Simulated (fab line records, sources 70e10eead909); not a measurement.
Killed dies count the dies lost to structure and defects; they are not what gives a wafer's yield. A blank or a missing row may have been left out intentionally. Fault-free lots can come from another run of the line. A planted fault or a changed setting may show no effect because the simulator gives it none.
fab line records ; flow nand_harc ; part 2 of 2: steps 24 to 28 of 28
record: lots: 5; wafers: 15; last_day: 24
route steps=1159 shown A_CONTACT@876
lots with no fault: from the same line, run without faults
start_h: start of the lot's first displayed wafer, in hours after the record's first day ; wait_h: hours from the lot's prior step to this one ; " repeats the value in the row above ; L1.1+2: a row that stands for several wafers ; - no value present, or no start provided ; * or withheld: withheld ; < > ~ a bound
route shown NAME@n: a module of which the file shows steps, and the number in the route of the first ; usual: mean/standard deviation of fault-free wafers ; same: alike in all rows ; chamber/n: place in a boat ; sites: readings site by site ; _std_site: standard deviation across them ; _edge_site: inner sites' mean taken away from outer sites' mean ; radius_mm: how far each site lies from the wafer's centre ; mask NAME#n: copy n ; behind: the last tool/chamber to shape the wafer ; hold: what put the lot on hold/how long, in hours/how the hold closed ; device: the transistor (n, p or np) that didn't switch ; end of line: the same wafers' tests at the end of the route ; a step with no rows: only its recipe ; killed: dies lost to structure and defects at the first sort, not the wafer's yield ; map: shows each die of a wafer: x if killed, . if not, _ if none is there
set.NAME: the setting the step ran with; set.NAME@STEP: the setting that earlier step ran with ; model.NAME: the simulator's own value behind a step, which no gauge read
lots seen at some steps along the route; tables by step, rows by wafer
services: when a tool's chamber went out of use (start_h, in hours from the record's first day, below 0 if earlier), for how many hours, and the reason
== steps ==
step: NHARC_A_CONTACT_DESCUM_74
recipe: time_s: 3; o2_flow_sccm: 200; ar_flow_sccm: 0; bias_power_w: 0; chemistry: O2
usual: drypump_motor_current_A: 5.8/0.51; oes_product_au: 1.000/0.011; rf_vpp_V: 57.6/0.92; showerhead_plenum_p_Torr: 1.89/0.066; throttle_valve_pct: 11.311/0.0093
lot.wafer;tool;chamber;start_h;wait_h;drypump_motor_current_A;oes_product_au;rf_hours_counter_h;rf_vpp_V;showerhead_plenum_p_Torr;throttle_valve_pct
L082.1;rie_diel-12;1;436.51;0.1;5.3;1.007;17;58.5;1.94;11.317
L082.2;rie_diel-12;3;436.51;0.1;5.9;0.992;18;56.0;1.84;11.305
L082.4;rie_diel-12;2;436.51;0.1;5.7;0.982;-;56.2;1.81;11.298
L085.1;rie_diel-01;0;452.41;0.1;5.7;1.004;26;56.4;1.89;11.315
L085.3;rie_diel-01;1;452.41;0.1;5.4;0.991;26;58.3;1.99;11.310
L085.5;rie_diel-01;0;452.41;0.1;5.7;1.014;-;56.2;1.89;11.304
L086.1;rie_diel-12;1;458.75;0.1;5.4;1.027;25;56.8;1.94;11.319
L086.5;rie_diel-12;2;458.75;0.1;5.6;0.997;-;56.1;1.81;11.310
L086.4;rie_diel-12;1;458.75;0.1;5.4;1.014;-;57.7;1.94;11.323
L092.2;rie_diel-12;0;485.96;0.1;6.6;0.993;19;55.9;1.87;11.303
L092.6;rie_diel-12;0;485.96;0.1;6.7;1.001;-;58.4;1.87;11.309
L092.5;rie_diel-12;1;485.96;0.1;5.3;1.014;-;57.2;1.93;11.315
L093.3;rie_diel-02;0;503.56;0.1;6.6;0.989;63;57.5;1.84;11.312
L093.4;rie_diel-02;1;503.56;0.1;6.7;0.985;63;57.3;1.85;11.317
L093.6;rie_diel-02;0;503.56;0.1;6.6;0.976;-;57.8;1.84;11.304
step: NHARC_A_CONTACT_ETCH_75
recipe: target_depth_a: 390; over_etch_frac: 0.3; time_s: 65; ion_energy_ev: 80; cf4_flow_sccm: 150; ar_flow_sccm: 0; rf_w: 300; bias_w: 100; chemistry: CF4
usual: drypump_motor_current_A: 5.7/0.5; oes_product_au: 1.000/0.01; rf_vpp_V: 151.1/1.1; showerhead_plenum_p_Torr: 1.76/0.06; throttle_valve_pct: 13.284/0.01
lot.wafer;tool;chamber;start_h;wait_h;drypump_motor_current_A;oes_product_au;rf_hours_counter_h;rf_vpp_V;showerhead_plenum_p_Torr;throttle_valve_pct
L082.2;rie_diel-12;2;436.61;0.1;5.6;0.993;17;151.5;1.68;13.297
L082.1;rie_diel-12;1;436.61;0.1;5.4;1.011;17;152.7;1.79;13.285
L082.4;rie_diel-12;1;436.61;0.1;5.4;1.011;-;150.8;1.79;13.256
L085.3;rie_diel-01;2;452.50;0.1;5.1;1.000;25;151.0;1.71;13.272
L085.1;rie_diel-01;3;452.50;0.1;6.2;0.994;25;149.7;1.71;13.289
L085.5;rie_diel-01;1;452.50;0.1;5.4;0.999;-;152.2;1.84;13.301
L086.1;rie_diel-12;3;458.83;0.1;5.9;0.994;25;151.0;1.70;13.272
L086.5;rie_diel-12;3;458.83;0.1;5.9;1.000;-;150.0;1.70;13.268
L086.4;rie_diel-12;2;458.83;0.1;5.6;0.993;-;149.8;1.68;13.284
L092.2;rie_diel-12;3;486.05;0.1;5.9;0.991;34;150.8;1.70;13.268
L092.5;rie_diel-12;3;486.05;0.1;5.8;0.995;-;149.1;1.70;13.279
L092.6;rie_diel-12;0;486.05;0.1;6.7;1.001;-;151.0;1.73;13.281
L093.4;rie_diel-02;1;503.66;0.1;6.7;1.000;63;149.5;1.72;13.266
L093.3;rie_diel-02;2;503.66;0.1;5.4;1.007;68;152.3;1.89;13.271
L093.6;rie_diel-02;0;503.66;0.1;6.6;0.991;-;151.6;1.71;13.270
step: NHARC_A_CONTACT_ETCH_76
recipe: target_depth_a: 2600; over_etch_frac: 0.3; time_s: 475.3; ion_energy_ev: 200; n2_flow_sccm: 150; h2_flow_sccm: 150; ar_flow_sccm: 0; rf_w: 400; bias_w: 150; chemistry: N2/H2
usual: drypump_motor_current_A: 5.8/0.5; oes_product_au: 1.000/0.011; rf_vpp_V: 429.8/2.1; showerhead_plenum_p_Torr: 2.01/0.073; throttle_valve_pct: 14.172/0.0092
lot.wafer;tool;chamber;start_h;wait_h;drypump_motor_current_A;oes_product_au;rf_hours_counter_h;rf_vpp_V;showerhead_plenum_p_Torr;throttle_valve_pct
L082.1;rie_diel-12;2;-;-;5.7;0.994;17;427.1;1.93;14.177
L082.2;rie_diel-12;1;-;-;5.4;1.014;18;430.5;2.07;14.154
L082.4;rie_diel-12;1;-;-;5.4;1.008;-;430.4;2.07;14.168
L085.3;rie_diel-01;2;-;-;5.1;1.016;25;428.1;1.97;14.171
L085.1;rie_diel-01;3;-;-;6.2;0.988;25;430.0;1.97;14.176
L085.5;rie_diel-01;2;-;-;5.1;1.011;-;428.3;1.97;14.179
L086.1;rie_diel-12;1;-;-;5.3;1.018;25;432.8;2.06;14.171
L086.5;rie_diel-12;2;-;-;5.6;0.988;-;427.5;1.92;14.180
L086.4;rie_diel-12;3;-;-;5.9;0.998;-;426.8;1.95;14.155
L092.2;rie_diel-12;3;-;-;5.9;1.001;34;428.0;1.95;14.174
L092.6;rie_diel-12;2;-;-;5.6;0.995;-;427.2;1.92;14.168
L092.5;rie_diel-12;3;-;-;5.9;0.990;-;427.8;1.95;14.173
L093.3;rie_diel-02;1;-;-;6.7;0.991;63;429.0;1.97;14.184
L093.4;rie_diel-02;3;-;-;6.1;0.989;68;431.8;2.10;14.173
L093.6;rie_diel-02;1;-;-;6.7;1.002;-;429.5;1.98;14.158
step: NHARC_A_CONTACT_ETCH_77
recipe: target_depth_a: 726; time_s: 36.3; cf4_flow_sccm: 100; chf3_flow_sccm: 30; ar_flow_sccm: 0; rf_w: 500; bias_w: 200; chemistry: CF4/CHF3
usual: drypump_motor_current_A: 5.8/0.52; oes_product_au: 0.940/0.021; rf_vpp_V: 370.0/1.9; showerhead_plenum_p_Torr: 1.56/0.052; throttle_valve_pct: 16.803/0.0085
lot.wafer;tool;chamber;start_h;wait_h;drypump_motor_current_A;oes_product_au;rf_hours_counter_h;rf_vpp_V;showerhead_plenum_p_Torr;throttle_valve_pct
L082.1;rie_diel-12;1;-;-;5.4;0.933;18;370.2;1.59;16.813
L082.2;rie_diel-12;2;-;-;5.6;0.917;18;368.9;1.49;16.790
L082.4;rie_diel-12;2;-;-;5.6;0.925;-;368.5;1.49;16.810
L085.3;rie_diel-01;2;-;-;5.1;0.932;25;368.9;1.52;16.811
L085.1;rie_diel-01;3;-;-;6.2;0.919;25;368.8;1.52;16.801
L085.5;rie_diel-01;2;-;-;5.1;0.922;-;371.0;1.52;16.791
L086.1;rie_diel-12;2;-;-;5.6;0.952;25;367.2;1.49;16.793
L086.4;rie_diel-12;0;-;-;6.7;0.968;10;369.7;1.54;16.813
L086.5;rie_diel-12;2;-;-;5.6;0.950;-;366.9;1.49;16.804
L092.2;rie_diel-12;2;-;-;5.6;0.932;33;369.0;1.49;16.798
L092.5;rie_diel-12;3;-;-;5.9;0.930;-;367.5;1.51;16.800
L092.6;rie_diel-12;0;-;-;6.6;0.920;-;369.1;1.54;16.808
L093.4;rie_diel-02;2;-;-;5.4;0.933;68;374.0;1.68;16.809
L093.3;rie_diel-02;3;-;-;6.1;0.920;68;372.6;1.61;16.796
L093.6;rie_diel-02;2;-;-;5.4;0.924;-;373.8;1.68;16.799
step: NHARC_A_CONTACT_ETCH_78
recipe: target_depth_a: 28000; over_etch_frac: 0.3; time_s: 728; ion_energy_ev: 150; o2_flow_sccm: 400; cos_flow_sccm: 20; ar_flow_sccm: 0; rf_w: 500; bias_w: 300; chemistry: O2/COS
usual: drypump_motor_current_A: 5.8/0.52; oes_product_au: 0.999/0.011; rf_vpp_V: 313.8/1.6; showerhead_plenum_p_Torr: 3.08/0.1; throttle_valve_pct: 28.330/0.0086
lot.wafer;tool;chamber;start_h;wait_h;drypump_motor_current_A;oes_product_au;rf_hours_counter_h;rf_vpp_V;showerhead_plenum_p_Torr;throttle_valve_pct
L082.2;rie_diel-12;1;-;-;5.4;1.007;18;314.2;3.16;28.316
L082.1;rie_diel-12;3;-;-;5.9;0.995;19;312.1;3.01;28.326
L082.4;rie_diel-12;2;-;-;5.7;0.986;-;312.7;2.96;28.342
L085.3;rie_diel-01;3;-;-;6.2;0.994;26;312.4;3.02;28.319
L085.1;rie_diel-01;1;-;-;5.4;0.995;26;315.9;3.24;28.335
L085.5;rie_diel-01;0;-;-;5.6;1.002;-;314.3;3.09;28.325
L086.1;rie_diel-12;1;-;-;5.4;1.030;25;315.8;3.16;28.340
L086.4;rie_diel-12;3;-;-;5.9;1.007;26;312.3;3.00;28.341
L086.5;rie_diel-12;2;-;-;5.6;0.992;-;313.2;2.96;28.338
L092.2;rie_diel-12;2;-;-;5.6;1.003;33;311.8;2.95;28.323
L092.6;rie_diel-12;3;-;-;5.9;0.995;-;311.8;3.00;28.337
L092.5;rie_diel-12;0;-;-;6.7;0.999;-;314.3;3.06;28.330
L093.3;rie_diel-02;2;-;-;5.4;0.990;68;318.6;3.34;28.323
L093.4;rie_diel-02;3;-;-;6.1;0.988;69;314.0;3.20;28.324
L093.6;rie_diel-02;1;-;-;6.7;0.992;-;312.4;3.03;28.352
== services ==
tool;chamber;start_h;hours;kind
rie_diel-12;0;412.71;46.5;repair
rie_diel-12;1;413.13;-;clean
rie_diel-12;2;413.13;-;clean
rie_diel-12;3;413.13;-;clean
pecvd-01;-;418.23;13.0;pm
arfi_scanner-01;-;430.62;5.6;repair
rie_diel-01;1;432.22;3.1;repair
rie_diel-12;1;437.65;-;clean
rie_diel-12;2;437.65;-;clean
rie_diel-12;3;437.65;-;clean
litho_track-01;-;443.00;7.0;pm
arfi_scanner-01;-;449.33;0.6;repair
pecvd-02;2;453.91;2.9;repair
wet_bench-09;-;464.80;8.0;pm
arfi_scanner-01;-;466.51;0.3;repair
litho_track-06;-;467.00;7.0;pm
pecvd-03;-;473.08;13.0;pm
acl_dep-01;-;475.59;13.0;pm
arfi_scanner-03;-;484.00;4.0;pm
rie_diel-01;2;485.49;7.9;repair
pecvd-01;-;486.28;1.0;repair
arfi_scanner-03;-;489.81;0.9;repair
litho_track-04;-;491.00;7.0;pm
rie_diel-01;-;492.13;9.0;pm
